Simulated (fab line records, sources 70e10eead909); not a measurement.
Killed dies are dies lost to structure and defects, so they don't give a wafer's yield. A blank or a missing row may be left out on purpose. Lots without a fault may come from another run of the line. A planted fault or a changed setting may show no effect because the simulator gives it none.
fab line records | flow nand_harc
record lots=5 wafers=15 last_day=24
route steps=1159 shown A_WL_FILL@839 A_CONTACT@840
lots that met no fault: from a run of the same line without faults
start_h: hours from the record's first day to the start of the lot's first wafer shown | wait_h: hours since the lot's step before | " the same as in the row above | L1.1+2: a row that stands for several wafers | - no value, or no start given | * or withheld: withheld | < > ~ a bound
route shown NAME@n: a module of which the file shows steps, and the number in the route of the first | usual: mean/standard deviation of fault-free wafers | same: alike in all rows | chamber/n: place in a boat | sites: the reading at each site | _std_site: their standard deviation | _edge_site: outer sites' mean less inner sites' | radius_mm: how far each site lies from the wafer's centre | mask NAME#n: copy n | behind: the tool/chamber that last shaped the wafer | hold: why the lot was held/for how many hours/how that ended | device: the transistor (n, p or np) that didn't switch | end of line: the same wafers' tests at the end of the route | a step without rows: its recipe alone | killed: dies lost to structure and defects at the first sort, not the wafer's yield | map: a wafer's dies, x killed, . not, _ none there
set.NAME: the setting as run; set.NAME@STEP: as run at that earlier step | model.NAME: the simulator's own value behind a step, which no gauge read
lots at some steps of the route; a table a step, a row a wafer
services: from which hour (start_h, from the record's first day; less than 0 if before it) a tool's chamber was out of use, for how many hours, and why
## steps
# step NHARC_A_WL_FILL_INSPECT_15
# usual raw_defect_count=420/150
# columns lot.wafer tool chamber start_h wait_h raw_defect_count
L076.3 defect_inspect-02 - 356.60 0.0 365
L076.4 " - " " 515
L076.5 " - " " 233
L082.3 defect_inspect-02 - 412.07 0.0 371
L082.5 " - " " 524
L082.6 " - " " 442
L083.3 defect_inspect-02 - 412.35 0.0 412
L083.4 " - " " 266
L083.6 " - " " 353
L085.1 defect_inspect-01 - 447.02 0.0 465
L085.2 " - " " 444
L085.6 " - " " 577
L096.1 defect_inspect-01 - 499.62 0.0 470
L096.2 " - " " 744
L096.6 " - " " 591
# step NHARC_A_CONTACT_DEP_24
# recipe target_thk_a=5000 temp_c=400 pressure_torr=6.5 rf_w=900 teos_flow_sccm=161.4 flow_sccm=2650 target_thk_nm=500 gas=O2 material=SiO2
# usual heater_power_outer_w=283/61 heater_power_w=533/82 rf_fwd_power_W=898.4/2.8 throttle_valve_pct=15.8/0.58
# columns lot.wafer tool chamber start_h wait_h heater_power_outer_w heater_power_w rf_fwd_power_W since_wet_clean_h throttle_valve_pct
L076.3 pecvd-02 2 356.66 0.1 373 656 899.4 10 16.0
L076.4 " 2 " " 389 666 899.6 - 16.2
L076.5 " 0 " " 265 487 899.0 - 15.7
L082.3 pecvd-02 1 412.26 0.2 208 435 898.4 65 15.2
L082.6 " 2 " " 338 604 901.8 - 16.0
L082.5 " 1 " " 231 472 897.5 - 15.4
L083.3 pecvd-03 1 412.78 0.4 343 622 898.2 108 14.9
L083.6 " 0 " " 322 554 897.6 - 16.9
L083.4 " 1 " " 235 481 896.8 - 15.1
L085.2 pecvd-02 1 447.09 0.1 206 424 902.7 100 15.1
L085.1 " 0 " " 198 396 898.9 100 16.0
L085.6 " 2 " " 280 510 896.0 - 16.3
L096.2 pecvd-01 1 499.78 0.2 226 506 896.8 68 15.8
L096.1 " 2 " " 262 499 901.2 68 16.1
L096.6 " 0 " " 362 665 900.1 - 15.6
# step NHARC_A_CONTACT_DEP_28
# recipe target_thk_a=36000 temp_c=400 material=aC
# usual throttle_valve_pct=35.001/0.0078
# columns lot.wafer tool chamber start_h wait_h throttle_valve_pct
L076.3 acl_dep-03 0 362.08 4.9 35.016
L076.4 " 0 " " 35.012
L076.5 " 0 " " 34.996
L082.3 acl_dep-02 0 413.48 0.8 35.000
L082.5 " 0 " " 34.991
L082.6 " 0 " " 35.003
L083.3 acl_dep-01 0 414.54 1.3 35.000
L083.4 " 0 " " 34.992
L083.6 " 0 " " 34.996
L085.1 acl_dep-03 0 447.70 0.1 34.998
L085.2 " 0 " " 35.004
L085.6 " 0 449.57 1.9 34.999
L096.1 acl_dep-03 0 500.32 0.1 35.004
L096.2 " 0 " " 35.009
L096.6 " 0 502.14 1.9 34.994
# step NHARC_A_CONTACT_DEP_29
# recipe target_thk_a=700 target_thk_nm=70 temp_c=400 pressure_torr=3.5 flow_sccm=200 rf_w=350 material=SiON
# usual heater_power_outer_w=428/61 heater_power_w=726/82 rf_fwd_power_W=348.5/1.1
# columns lot.wafer tool chamber start_h wait_h heater_power_outer_w heater_power_w rf_fwd_power_W since_wet_clean_h
L076.3 pecvd-02 2 363.59 1.1 532 861 349.2 17
L076.4 " 1 " " 369 680 348.5 -
L076.5 " 0 " " 403 674 349.6 -
L082.3 pecvd-03 0 415.01 1.2 418 707 349.5 110
L082.5 " 2 " " 397 696 347.5 -
L082.6 " 1 " " 484 807 348.5 -
L083.3 pecvd-01 2 416.04 1.1 381 686 348.3 165
L083.6 " 2 " " 382 685 348.4 -
L083.4 " 1 " " 480 834 348.6 -
L085.2 pecvd-02 0 450.00 1.6 364 632 347.8 103
L085.1 " 1 " " 412 697 349.4 103
L085.6 " 0 " " 367 628 347.3 -
L096.2 pecvd-01 0 502.56 1.5 548 891 350.1 71
L096.1 " 1 " " 428 769 351.1 71
L096.6 " 0 " " 535 878 347.6 -
# step NHARC_A_CONTACT_DEHYDRATE_32
# recipe temp_c=150 time_s=120
# columns lot.wafer tool chamber start_h wait_h
L076.3+4+5 litho_track-01 0 363.83 0.2
L082.3+5+6 litho_track-01 0 415.25 0.2
L083.3+4+6 litho_track-06 0 416.31 0.2
L085.1+2+6 litho_track-01 0 450.24 0.2
L096.1+2+6 litho_track-01 0 502.80 0.2
# step NHARC_A_CONTACT_HMDS_33
# recipe time_s=30
# columns lot.wafer tool chamber start_h wait_h
L076.3+4+5 litho_track-01 0 - -
L082.3+5+6 litho_track-01 0 - -
L083.3+4+6 litho_track-06 0 - -
L085.1+2+6 litho_track-01 0 - -
L096.1+2+6 litho_track-01 0 - -
# step NHARC_A_CONTACT_COAT_34
# recipe temp_c=260 time_s=75
# columns lot.wafer tool chamber start_h wait_h
L076.3+4+5 litho_track-01 0 - -
L082.3+5+6 litho_track-01 0 - -
L083.3+4+6 litho_track-06 0 - -
L085.1+2+6 litho_track-01 0 - -
L096.1+2+6 litho_track-01 0 - -
# step NHARC_A_CONTACT_COAT_35
# recipe temp_c=225 time_s=65
# columns lot.wafer tool chamber start_h wait_h
L076.3+4+5 litho_track-01 0 - -
L082.3+5+6 litho_track-01 0 - -
L083.3+4+6 litho_track-06 0 - -
L085.1+2+6 litho_track-01 0 - -
L096.1+2+6 litho_track-01 0 - -
# step NHARC_A_CONTACT_COAT_36
# recipe spin_rpm=1500 resist_thk_nm=90
# usual spin_speed_rpm=1500.2/0.98
# columns lot.wafer tool chamber start_h wait_h spin_speed_rpm
L076.3 litho_track-01 0 - - 1500.5
L076.4 " 0 " " 1499.8
L076.5 " 0 " " 1501.3
L082.3 litho_track-01 0 - - 1500.1
L082.5 " 0 " " 1499.8
L082.6 " 0 " " 1499.8
L083.3 litho_track-06 0 - - 1498.9
L083.4 " 0 " " 1500.4
L083.6 " 0 " " 1502.3
L085.1 litho_track-01 0 - - 1500.8
L085.2 " 0 " " 1501.3
L085.6 " 0 " " 1500.6
L096.1 litho_track-01 0 - - 1501.0
L096.2 " 0 " " 1500.9
L096.6 " 0 " " 1499.6
# step NHARC_A_CONTACT_SOFTBAKE_37
# recipe temp_c=105 time_s=55
# columns lot.wafer tool chamber start_h wait_h
L076.3+4+5 litho_track-01 0 - -
L082.3+5+6 litho_track-01 0 - -
L083.3+4+6 litho_track-06 0 - -
L085.1+2+6 litho_track-01 0 - -
L096.1+2+6 litho_track-01 0 - -
# step NHARC_A_CONTACT_EBR_38
# columns lot.wafer tool chamber start_h wait_h
L076.3+4+5 litho_track-01 0 - -
L082.3+5+6 litho_track-01 0 - -
L083.3+4+6 litho_track-06 0 - -
L085.1+2+6 litho_track-01 0 - -
L096.1+2+6 litho_track-01 0 - -
# step NHARC_A_CONTACT_EXPOSE_39
# recipe na=1.35 sigma_outer=0.8 dose_mj=58.79 mask_id=A_CC_3
# columns lot.wafer tool chamber start_h wait_h mask
L076.3+4+5 arfi_scanner-01 0 364.15 - A_CC_3#0
L082.3+5+6 arfi_scanner-02 0 415.57 - A_CC_3#0
L083.3+4+6 arfi_scanner-03 0 416.63 - A_CC_3#0
L085.1+2+6 arfi_scanner-02 0 450.55 - A_CC_3#0
L096.1+2+6 arfi_scanner-03 0 503.11 - A_CC_3#0
# step NHARC_A_CONTACT_PEB_40
# recipe peb_temp_c=100 peb_time_s=65
# columns lot.wafer tool chamber start_h wait_h
L076.3+4+5 litho_track-04 0 364.20 0.0
L082.3+5+6 litho_track-04 0 415.62 0.0
L083.3+4+6 litho_track-06 0 416.68 0.0
L085.1+2+6 litho_track-06 0 450.61 0.1
L096.1+2+6 litho_track-04 0 503.17 0.1
# step NHARC_A_CONTACT_DEVELOP_41
# recipe develop_time_s=35 dev_temp_c=23
# columns lot.wafer tool chamber start_h wait_h
L076.3+4+5 litho_track-04 0 - -
L082.3+5+6 litho_track-04 0 - -
L083.3+4+6 litho_track-06 0 - -
L085.1+2+6 litho_track-06 0 - -
L096.1+2+6 litho_track-04 0 - -
# step NHARC_A_CONTACT_CD_MEAS_42
# recipe target_cd_nm=200 landing_energy_ev=500
# usual cd_nm=199.8/0.7
# columns lot.wafer tool chamber start_h wait_h cd_nm
L076.3 cd_sem-03 0 364.29 - 199.9
L076.4 " 0 " " 200.3
L076.5 " 0 " " 200.3
L082.3 cd_sem-01 0 415.71 - 199.2
L082.5 " 0 " " 200.2
L082.6 " 0 " " 199.2
L083.3 cd_sem-01 0 416.76 - 200.0
L083.4 " 0 " " 199.5
L083.6 " 0 " " 198.9
L085.1 cd_sem-03 0 450.69 - 199.4
L085.2 " 0 " " 199.5
L085.6 " 0 " " 199.7
L096.1 cd_sem-03 0 503.25 - 200.5
L096.2 " 0 " " 200.1
L096.6 " 0 " " 198.8
# step NHARC_A_CONTACT_OVL_MEAS_43
# usual overlay_x_nm=0.0/0.66 overlay_y_nm=0.1/0.9
# columns lot.wafer tool chamber start_h wait_h overlay_x_nm overlay_y_nm
L076.3 overlay-01 - 364.37 - -0.2 0.6
L076.4 " - " " -0.4 1.3
L076.5 " - " " -0.2 0.5
L082.3 overlay-02 - 415.79 - 0.6 -1.3
L082.5 " - " " 1.1 -1.0
L082.6 " - " " 0.5 -0.9
L083.3 overlay-02 - 416.85 - -0.6 0.7
L083.4 " - " " -0.4 0.9
L083.6 " - " " -0.5 1.3
L085.1 overlay-02 - 450.77 - -0.4 0.9
L085.2 " - " " 0.0 1.4
L085.6 " - " " 0.0 1.3
L096.1 overlay-01 - 503.34 - 0.7 -0.2
L096.2 " - " " 0.3 -0.5
L096.6 " - " " 1.1 -0.2
# step NHARC_A_CONTACT_INSPECT_44
# usual raw_defect_count=29/15
# columns lot.wafer tool chamber start_h wait_h raw_defect_count
L076.3 defect_inspect-01 - 364.41 0.0 19
L076.4 " - " " 22
L076.5 " - " " 15
L082.3 defect_inspect-01 - 415.83 0.0 12
L082.5 " - " " 19
L082.6 " - " " 14
L083.3 defect_inspect-02 - 416.88 0.0 41
L083.4 " - " " 35
L083.6 " - " " 40
L085.1 defect_inspect-02 - 450.81 0.0 10
L085.2 " - " " 9
L085.6 " - " " 16
L096.1 defect_inspect-02 - 503.38 0.0 13
L096.2 " - " " 15
L096.6 " - " " 18
# step NHARC_A_CONTACT_DESCUM_47
# recipe time_s=3 o2_flow_sccm=200 ar_flow_sccm=0 bias_power_w=0 chemistry=O2
# usual chamber_pressure_mTorr=60.00/0.055 drypump_motor_current_A=5.8/0.48 o2_flow_sccm=200.1/0.63 oes_product_au=0.999/0.01 rf_vpp_V=57.6/0.96 showerhead_plenum_p_Torr=1.85/0.077 throttle_valve_pct=11.312/0.0091
# columns lot.wafer tool chamber start_h wait_h chamber_pressure_mTorr drypump_motor_current_A o2_flow_sccm oes_product_au rf_hours_counter_h rf_vpp_V showerhead_plenum_p_Torr throttle_valve_pct
L076.4 rie_diel-05 2 364.48 0.1 59.92 6.7 199.8 0.994 1 57.9 1.82 11.311
L076.3 " 3 " " 60.03 5.7 201.3 0.989 1 58.4 1.99 11.307
L076.5 " 1 " " 60.03 5.2 199.7 0.993 - 57.4 1.80 11.321
L082.3 rie_diel-05 1 415.90 0.1 59.96 5.2 199.8 0.990 15 58.9 1.79 11.329
L082.6 " 0 " " 60.00 5.8 200.2 0.992 - 56.7 1.78 11.318
L082.5 " 1 " " 59.95 5.2 200.3 0.994 - 56.8 1.79 11.314
L083.4 rie_diel-13 0 416.94 0.1 59.89 5.1 200.8 1.004 48 56.6 1.81 11.318
L083.3 " 3 " " 60.03 5.8 199.1 0.999 49 56.1 1.93 11.301
L083.6 " 1 " " 59.99 5.6 199.8 1.002 - 58.6 1.91 11.309
L085.1 rie_diel-02 3 450.88 0.1 60.00 5.9 200.5 1.018 39 58.2 1.94 11.315
L085.2 " 0 " " 60.03 6.4 200.1 1.012 40 56.5 1.77 11.300
L085.6 " 2 " " 59.93 5.4 200.2 1.011 - 59.2 1.99 11.291
L096.2 rie_diel-05 1 503.44 0.1 59.94 5.2 199.8 0.992 30 56.8 1.79 11.309
L096.1 " 3 " " 60.02 5.6 199.4 0.981 33 58.2 1.98 11.315
L096.6 " 1 " " 60.06 5.2 199.9 1.001 - 56.7 1.79 11.309
# step NHARC_A_CONTACT_ETCH_48
# recipe target_depth_a=390 over_etch_frac=0.3 time_s=65 ion_energy_ev=80 cf4_flow_sccm=150 ar_flow_sccm=0 rf_w=300 bias_w=100 chemistry=CF4
# usual chamber_pressure_mTorr=50.00/0.045 drypump_motor_current_A=5.7/0.49 oes_product_au=0.997/0.01 rf_fwd_power_W=297.5/1.5 rf_vpp_V=150.7/1.2 showerhead_plenum_p_Torr=1.72/0.066 throttle_valve_pct=13.285/0.0093
# columns lot.wafer tool chamber start_h wait_h chamber_pressure_mTorr drypump_motor_current_A oes_product_au rf_fwd_power_W rf_hours_counter_h rf_vpp_V showerhead_plenum_p_Torr throttle_valve_pct
L076.4 rie_diel-05 0 364.73 0.2 49.95 5.9 1.008 298.7 1 150.8 1.66 13.290
L076.3 " 1 " " 49.99 5.2 1.006 300.0 2 149.8 1.67 13.281
L076.5 " 0 " " 49.99 5.9 1.000 297.0 - 150.2 1.66 13.290
L082.3 rie_diel-05 2 415.97 0.1 49.99 6.6 0.997 297.2 15 148.6 1.68 13.278
L082.5 " 2 " " 49.92 6.6 0.998 297.7 - 151.6 1.68 13.274
L082.6 " 3 " " 49.91 5.7 0.981 297.0 - 152.4 1.83 13.295
L083.3 rie_diel-13 0 417.03 0.1 50.01 5.1 1.000 294.5 48 150.1 1.68 13.291
L083.4 " 2 " " 49.92 5.6 1.000 295.3 50 150.5 1.69 13.271
L083.6 " 1 " " 49.98 5.6 1.007 296.9 - 150.4 1.76 13.296
L085.2 rie_diel-02 1 450.97 0.1 50.01 5.9 0.992 294.4 39 150.7 1.75 13.282
L085.1 " 2 " " 50.03 5.4 1.008 297.4 38 153.1 1.83 13.295
L085.6 " 0 " " 50.08 6.4 1.002 297.4 - 151.2 1.65 13.286
L096.1 rie_diel-05 2 503.53 0.1 50.01 6.6 0.988 296.9 29 150.8 1.68 13.287
L096.2 " 0 " " 49.96 5.8 1.008 297.6 33 151.5 1.65 13.281
L096.6 " 1 " " 49.90 5.2 0.993 298.5 - 148.9 1.66 13.268
# step NHARC_A_CONTACT_ETCH_49
# recipe target_depth_a=2600 over_etch_frac=0.3 time_s=475.3 ion_energy_ev=200 n2_flow_sccm=150 h2_flow_sccm=150 ar_flow_sccm=0 rf_w=400 bias_w=150 chemistry=N2/H2
# usual chamber_pressure_mTorr=29.999/0.028 drypump_motor_current_A=5.8/0.44 oes_product_au=0.997/0.01 rf_fwd_power_W=399.4/1.4 rf_vpp_V=428.7/2.7 showerhead_plenum_p_Torr=1.98/0.087 throttle_valve_pct=14.171/0.0087
# columns lot.wafer tool chamber start_h wait_h chamber_pressure_mTorr drypump_motor_current_A oes_product_au rf_fwd_power_W rf_hours_counter_h rf_vpp_V showerhead_plenum_p_Torr throttle_valve_pct
L076.3 rie_diel-05 3 - - 30.018 5.7 0.990 398.6 2 433.3 2.13 14.162
L076.4 " 1 " " 29.988 5.2 0.990 399.0 2 426.7 1.91 14.169
L076.5 " 0 " " 29.987 5.9 1.006 398.6 - 426.9 1.90 14.181
L082.3 rie_diel-05 2 - - 29.997 6.6 1.004 400.3 15 427.9 1.93 14.176
L082.6 " 3 " " 29.999 5.7 0.983 399.4 - 432.2 2.12 14.167
L082.5 " 0 " " 30.013 5.9 1.000 398.1 - 426.2 1.90 14.171
L083.3 rie_diel-13 3 - - 30.000 5.7 0.996 398.6 49 431.3 2.06 14.163
L083.4 " 0 " " 30.009 5.1 0.987 396.5 48 426.8 1.93 14.191
L083.6 " 2 " " 30.012 5.7 0.995 399.3 - 427.2 1.94 14.179
L085.1 rie_diel-02 1 - - 30.031 5.9 0.997 398.9 39 429.4 2.02 14.167
L085.2 " 3 " " 30.024 5.9 1.024 399.9 39 432.7 2.07 14.172
L085.6 " 2 " " 29.983 5.4 1.015 401.4 - 432.6 2.12 14.168
L096.2 rie_diel-05 1 - - 29.987 5.2 0.989 399.9 30 426.3 1.90 14.155
L096.1 " 2 " " 29.990 6.7 1.004 398.3 29 427.7 1.93 14.182
L096.6 " 2 " " 30.024 6.7 0.997 398.0 - 427.5 1.93 14.176
# step NHARC_A_CONTACT_ETCH_50
# recipe target_depth_a=847 time_s=42.4 cf4_flow_sccm=100 chf3_flow_sccm=30 ar_flow_sccm=0 rf_w=500 bias_w=200 chemistry=CF4/CHF3
# usual chamber_pressure_mTorr=24.998/0.025 drypump_motor_current_A=5.8/0.49 oes_product_au=0.950/0.019 rf_fwd_power_W=494.6/2.8 rf_vpp_V=369.1/2.2 showerhead_plenum_p_Torr=1.53/0.061 throttle_valve_pct=16.803/0.0096
# columns lot.wafer tool chamber start_h wait_h chamber_pressure_mTorr drypump_motor_current_A oes_product_au rf_fwd_power_W rf_hours_counter_h rf_vpp_V showerhead_plenum_p_Torr throttle_valve_pct
L076.3 rie_diel-05 2 - - 24.971 6.6 0.939 496.5 2 366.4 1.50 16.810
L076.4 " 1 " " 25.011 5.2 0.949 495.2 2 368.9 1.48 16.794
L076.5 " 2 " " 25.022 6.6 0.936 495.9 - 369.0 1.50 16.805
L082.3 rie_diel-05 2 - - 24.998 6.6 0.979 494.7 15 368.3 1.50 16.784
L082.6 " 2 " " 25.043 6.6 0.969 494.1 - 367.4 1.50 16.799
L082.5 " 3 " " 25.021 5.7 0.961 493.6 - 371.9 1.63 16.810
L083.4 rie_diel-13 1 - - 25.002 5.6 0.929 493.5 48 370.5 1.57 16.797
L083.3 " 2 " " 25.039 5.6 0.900 490.5 50 368.5 1.50 16.807
L083.6 " 0 " " 24.997 5.1 0.912 490.2 - 367.3 1.49 16.808
L085.2 rie_diel-02 0 - - 25.001 6.4 0.932 495.4 40 368.4 1.46 16.807
L085.1 " 3 " " 24.962 5.9 0.944 496.4 39 370.8 1.59 16.811
L085.6 " 0 " " 25.013 6.4 0.918 493.7 - 366.3 1.46 16.810
L096.1 rie_diel-05 3 - - 24.996 5.7 0.963 492.6 33 372.7 1.63 16.806
L096.2 " 0 " " 24.979 5.8 0.985 497.0 33 366.4 1.47 16.789
L096.6 " 2 " " 24.986 6.6 0.961 495.6 - 368.2 1.49 16.811
# step NHARC_A_CONTACT_ETCH_51
# recipe target_depth_a=36000 over_etch_frac=0.3 time_s=936 ion_energy_ev=150 o2_flow_sccm=400 cos_flow_sccm=20 ar_flow_sccm=0 rf_w=500 bias_w=300 chemistry=O2/COS
# usual chamber_pressure_mTorr=20.001/0.017 cos_flow_sccm=20.00/0.055 drypump_motor_current_A=5.8/0.46 o2_flow_sccm=400.1/1.1 oes_product_au=0.998/0.011 rf_fwd_power_W=499.6/1.4 rf_vpp_V=312.9/2 showerhead_plenum_p_Torr=3.04/0.12 throttle_valve_pct=28.329/0.0093
# columns lot.wafer tool chamber start_h wait_h chamber_pressure_mTorr cos_flow_sccm drypump_motor_current_A o2_flow_sccm oes_product_au rf_fwd_power_W rf_hours_counter_h rf_vpp_V showerhead_plenum_p_Torr throttle_valve_pct
L076.3 rie_diel-05 2 - - 19.989 19.99 6.7 402.0 0.993 499.1 2 310.9 2.97 28.324
L076.4 " 0 " " 20.014 20.01 5.9 399.2 1.001 501.1 2 312.2 2.93 28.303
L076.5 " 2 " " 19.968 19.93 6.7 400.1 0.995 503.0 - 314.4 2.97 28.320
L082.3 rie_diel-05 3 - - 19.989 20.03 5.7 399.8 0.991 500.0 16 315.8 3.24 28.337
L082.5 " 3 " " 19.999 20.01 5.7 400.4 0.982 497.7 - 316.9 3.24 28.336
L082.6 " 0 " " 20.001 19.99 5.8 401.0 0.996 500.1 - 311.3 2.92 28.337
L083.4 rie_diel-13 2 - - 19.985 19.95 5.7 400.2 1.009 496.7 50 311.0 2.98 28.331
L083.3 " 0 " " 20.001 19.99 5.1 400.1 1.006 500.0 48 310.7 2.96 28.354
L083.6 " 3 " " 19.989 20.01 5.7 401.2 1.009 500.2 - 313.6 3.14 28.323
L085.1 rie_diel-02 3 - - 19.999 19.99 5.9 399.3 1.030 499.0 39 315.3 3.16 28.329
L085.2 " 1 " " 20.002 20.10 5.9 402.3 0.992 501.6 40 313.8 3.09 28.328
L085.6 " 0 " " 20.002 20.01 6.4 400.1 1.012 499.7 - 311.9 2.90 28.321
L096.1 rie_diel-05 3 - - 19.970 20.00 5.7 399.7 0.979 502.8 33 318.6 3.23 28.327
L096.2 " 0 " " 20.022 19.98 5.9 400.4 1.004 499.3 33 311.5 2.91 28.320
L096.6 " 0 " " 20.011 20.01 5.9 401.2 1.012 499.2 - 312.2 2.91 28.330
# step NHARC_A_CONTACT_ETCH_111
# recipe source_w=withheld pressure_mtorr=20 bias_v=withheld time_s=140 target_depth_a=7000 ar_flow_sccm=withheld c4f8_flow_sccm=withheld o2_flow_sccm=withheld chemistry=C4F8/O2/Ar
# usual chamber_pressure_mTorr=19.999/0.02 oes_air_line_au=1.003/0.018
# columns lot.wafer tool chamber start_h wait_h chamber_pressure_mTorr oes_air_line_au rf_hours_counter_h
L076.3 har_cap_etch-03 0 366.14 - 19.984 0.979 -
L076.4 " 1 " " 20.003 1.005 -
L076.5 " 1 " " 19.977 0.997 -
L082.3 har_cap_etch-03 0 417.33 - 19.967 1.027 -
L082.5 " 1 " " 19.999 0.997 -
L082.6 " 0 " " 20.007 0.998 -
L083.4 har_cap_etch-02 0 418.26 - 19.986 0.975 -
L083.3 " 1 " " 19.963 1.025 -
L083.6 " 0 " " 20.004 1.010 -
L085.1 har_cap_etch-01 1 452.13 - 20.000 1.027 74
L085.2 " 0 " " 20.007 1.022 74
L085.6 " 0 " " 20.024 0.989 -
L096.2 har_cap_etch-01 0 504.71 - 20.009 0.960 82
L096.1 " 1 " " 20.006 1.002 82
L096.6 " 1 " " 20.025 1.008 -
# step NHARC_A_CONTACT_ETCH_112
# recipe source_w=withheld pressure_mtorr=20 bias_v=3000 time_s=94 target_depth_a=9220 ar_flow_sccm=withheld c4f8_flow_sccm=withheld o2_flow_sccm=withheld chemistry=C4F8/O2/Ar
# usual chamber_pressure_mTorr=19.998/0.018 oes_air_line_au=1.003/0.021
# columns lot.wafer tool chamber start_h wait_h chamber_pressure_mTorr oes_air_line_au rf_hours_counter_h
L076.3 har_cap_etch-03 0 366.36 0.2 20.017 0.962 -
L076.4 " 1 " " 20.014 0.991 -
L076.5 " 1 " " 19.979 1.015 -
L082.3 har_cap_etch-03 0 417.47 0.1 20.008 0.994 -
L082.5 " 1 " " 19.996 1.056 -
L082.6 " 0 " " 19.986 1.020 -
L083.4 har_cap_etch-02 0 418.43 0.1 20.012 1.017 -
L083.3 " 1 " " 19.974 0.997 -
L083.6 " 0 " " 20.012 1.004 -
L085.1 har_cap_etch-01 1 452.32 0.2 20.014 0.972 75
L085.2 " 0 " " 19.984 0.991 75
L085.6 " 0 " " 19.994 1.008 -
L096.2 har_cap_etch-01 0 504.90 0.2 20.000 0.965 82
L096.1 " 1 " " 19.987 1.003 82
L096.6 " 1 " " 20.003 0.997 -
# step NHARC_A_CONTACT_ETCH_113
# recipe source_w=withheld pressure_mtorr=20 bias_v=3000 time_s=94 target_depth_a=9220 ar_flow_sccm=withheld c4f8_flow_sccm=withheld o2_flow_sccm=withheld chemistry=C4F8/O2/Ar
# usual chamber_pressure_mTorr=20.003/0.017 oes_air_line_au=1.000/0.021
# columns lot.wafer tool chamber start_h wait_h chamber_pressure_mTorr oes_air_line_au rf_hours_counter_h
L076.3 har_cap_etch-03 0 366.48 0.1 19.990 0.990 -
L076.4 " 1 " " 20.036 1.002 -
L076.5 " 1 " " 20.007 1.020 -
L082.3 har_cap_etch-03 0 417.56 0.1 19.994 0.997 -
L082.5 " 1 " " 20.008 0.997 -
L082.6 " 0 " " 19.996 1.011 -
L083.4 har_cap_etch-02 0 418.52 0.1 19.998 0.960 -
L083.3 " 1 " " 19.974 1.018 -
L083.6 " 0 " " 20.031 0.983 -
L085.1 har_cap_etch-01 1 452.42 0.1 20.009 1.034 75
L085.2 " 0 " " 19.965 0.985 75
L085.6 " 0 " " 20.035 0.983 -
L096.2 har_cap_etch-01 0 504.99 0.1 19.986 0.976 82
L096.1 " 1 " " 20.000 0.999 82
L096.6 " 1 " " 20.011 0.999 -
# step NHARC_A_CONTACT_ETCH_114
# recipe source_w=withheld pressure_mtorr=20 bias_v=3000 time_s=94 target_depth_a=9220 ar_flow_sccm=withheld c4f8_flow_sccm=withheld o2_flow_sccm=withheld chemistry=C4F8/O2/Ar
# usual chamber_pressure_mTorr=20.001/0.021 oes_air_line_au=0.998/0.021
# columns lot.wafer tool chamber start_h wait_h chamber_pressure_mTorr oes_air_line_au rf_hours_counter_h
L076.3 har_cap_etch-03 0 366.60 0.1 19.997 1.000 -
L076.4 " 1 " " 19.979 0.982 -
L076.5 " 1 " " 20.002 1.030 -
L082.3 har_cap_etch-03 0 417.65 0.1 20.013 0.963 -
L082.5 " 1 " " 20.037 0.984 -
L082.6 " 0 " " 19.990 0.975 -
L083.4 har_cap_etch-02 0 418.61 0.1 20.026 1.024 -
L083.3 " 1 " " 19.987 1.008 -
L083.6 " 0 " " 20.003 1.032 -
L085.1 har_cap_etch-01 1 452.51 0.1 19.999 0.992 75
L085.2 " 0 " " 20.015 0.991 75
L085.6 " 0 " " 19.993 0.969 -
L096.2 har_cap_etch-01 0 505.08 0.1 20.024 0.974 82
L096.1 " 1 " " 20.009 1.018 82
L096.6 " 1 " " 19.986 1.020 -
# step NHARC_A_CONTACT_ETCH_115
# recipe source_w=withheld pressure_mtorr=20 bias_v=3000 time_s=94 target_depth_a=9220 ar_flow_sccm=withheld c4f8_flow_sccm=withheld o2_flow_sccm=withheld chemistry=C4F8/O2/Ar
# usual chamber_pressure_mTorr=19.999/0.018 oes_air_line_au=1.003/0.021
# columns lot.wafer tool chamber start_h wait_h chamber_pressure_mTorr oes_air_line_au rf_hours_counter_h
L076.3 har_cap_etch-03 0 366.72 0.1 19.971 1.022 -
L076.4 " 1 " " 19.993 0.997 -
L076.5 " 1 " " 20.013 0.995 -
L082.3 har_cap_etch-03 0 417.75 0.1 20.034 1.015 -
L082.5 " 1 " " 20.007 1.057 -
L082.6 " 0 " " 19.995 1.015 -
L083.4 har_cap_etch-02 0 418.70 0.1 20.003 1.025 -
L083.3 " 1 " " 19.998 1.019 -
L083.6 " 0 " " 19.984 1.001 -
L085.1 har_cap_etch-01 1 452.60 0.1 20.001 1.033 75
L085.2 " 0 " " 19.992 0.990 75
L085.6 " 0 " " 19.989 0.989 -
L096.2 har_cap_etch-01 0 505.17 0.1 20.031 0.932 82
L096.1 " 1 " " 19.998 0.981 82
L096.6 " 1 " " 20.018 1.013 -
# step NHARC_A_CONTACT_ETCH_116
# recipe source_w=withheld pressure_mtorr=20 bias_v=3000 time_s=94 target_depth_a=9220 ar_flow_sccm=withheld c4f8_flow_sccm=withheld o2_flow_sccm=withheld chemistry=C4F8/O2/Ar
# usual chamber_pressure_mTorr=20.003/0.019 oes_air_line_au=1.001/0.019
# columns lot.wafer tool chamber start_h wait_h chamber_pressure_mTorr oes_air_line_au rf_hours_counter_h
L076.3 har_cap_etch-03 0 366.85 0.1 20.023 0.989 -
L076.4 " 1 " " 20.021 0.987 -
L076.5 " 1 " " 19.989 0.976 -
L082.3 har_cap_etch-03 0 417.84 0.1 19.998 1.005 -
L082.5 " 1 " " 20.007 0.974 -
L082.6 " 0 " " 20.033 1.009 -
L083.4 har_cap_etch-02 0 418.79 0.1 20.013 1.011 -
L083.3 " 1 " " 20.016 1.000 -
L083.6 " 0 " " 20.002 1.025 -
L085.1 har_cap_etch-01 1 452.69 0.1 20.028 1.017 75
L085.2 " 0 " " 20.008 1.018 75
L085.6 " 0 " " 20.005 1.023 -
L096.2 har_cap_etch-01 0 505.26 0.1 20.009 0.974 83
L096.1 " 1 " " 19.993 1.024 83
L096.6 " 1 " " 19.964 1.042 -
## services
# columns tool chamber start_h hours kind
rie_diel-05 1 333.81 8.6 repair
pecvd-02 - 334.02 13.0 pm
arfi_scanner-03 - 340.51 1.4 repair
rie_diel-05 - 340.60 9.0 pm
pecvd-03 - 350.68 0.5 repair
rie_diel-05 2 358.94 1.9 repair
pecvd-03 0 363.69 11.1 repair
rie_diel-02 - 392.47 0.8 repair
har_cap_etch-03 - 394.48 0.3 repair
har_cap_etch-01 - 396.31 0.3 repair
har_cap_etch-02 - 401.84 1.0 repair
rie_diel-13 1 404.80 1.4 repair
pecvd-01 - 405.17 9.2 repair
acl_dep-03 - 405.60 13.0 pm
arfi_scanner-03 - 413.44 2.8 repair
pecvd-01 1 417.37 3.4 repair
pecvd-01 - 418.64 13.0 pm
arfi_scanner-02 - 428.00 4.0 pm
arfi_scanner-02 - 438.16 4.1 repair
litho_track-01 - 443.00 7.0 pm
rie_diel-13 - 453.05 9.0 pm
litho_track-06 - 467.00 7.0 pm
litho_track-04 - 491.00 7.0 pm
rie_diel-02 - 504.89 9.0 pm
## key
fault none
